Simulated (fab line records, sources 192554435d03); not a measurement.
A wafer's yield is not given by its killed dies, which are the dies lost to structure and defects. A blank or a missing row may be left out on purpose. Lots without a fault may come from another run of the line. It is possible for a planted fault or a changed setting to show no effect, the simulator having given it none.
Matching of chambers ; flow n5Finfet ; N5_GATE_CUT_ETCH_58 on rieDiel-05: 4 sister chambers
The step etches SiNx in CH3F/O2, target depth 17 nm, time 128.6 s. 4 wafers are shown with their chamber, then 11 later ones without.

## WAFERS, EACH WITH ITS CHAMBER
wafer;chamber;drypumpMotorCurrentA (A)
L083.6;1;5.6
L086.6;3;5.8
L087.5;2;5.3
L090.1;0;5.8

## WAFERS WITHOUT THEIR CHAMBER
wafer;drypumpMotorCurrentA (A)
L090.3;5.3
L090.4;5.8
L092.1;5.2
L092.2;5.5
L092.3;5.9
L094.2;5.8
L094.4;5.5
L094.5;5.3
L097.1;5.8
L097.5;5.6
L097.6;5.3

## CHAMBER TAKEN BY EACH
wafer;from the rows above;in truth
L090.3;2;2
L090.4;can't be placed: 0 or 3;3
L092.1;2;2
L092.2;can't be placed: 1 or 2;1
L092.3;can't be placed: 0 or 3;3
L094.2;can't be placed: 0 or 3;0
L094.4;can't be placed: 1 or 2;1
L094.5;2;2
L097.1;can't be placed: 0 or 3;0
L097.5;1;1
L097.6;2;2
5 of 11 placed correctly. Unplaceable from these rows: 6, with the true chamber sitting among the candidates in 6. Wrongly placed: 0.
How it was worked out, from the rows above alone: a wafer's distance from a chamber is the root of the sum, over the readings, of the square of ((its reading less the chamber's mean) divided by the reading's scatter). If the next closest chamber is less than 2 further off than the closest, the wafer can't be placed; otherwise it belongs to the closest. A chamber's mean is the mean of its shown wafers. The scatter (one wafer shown for each chamber): square how far every hidden wafer sits from the nearest shown wafer, average those squares and take the square root.
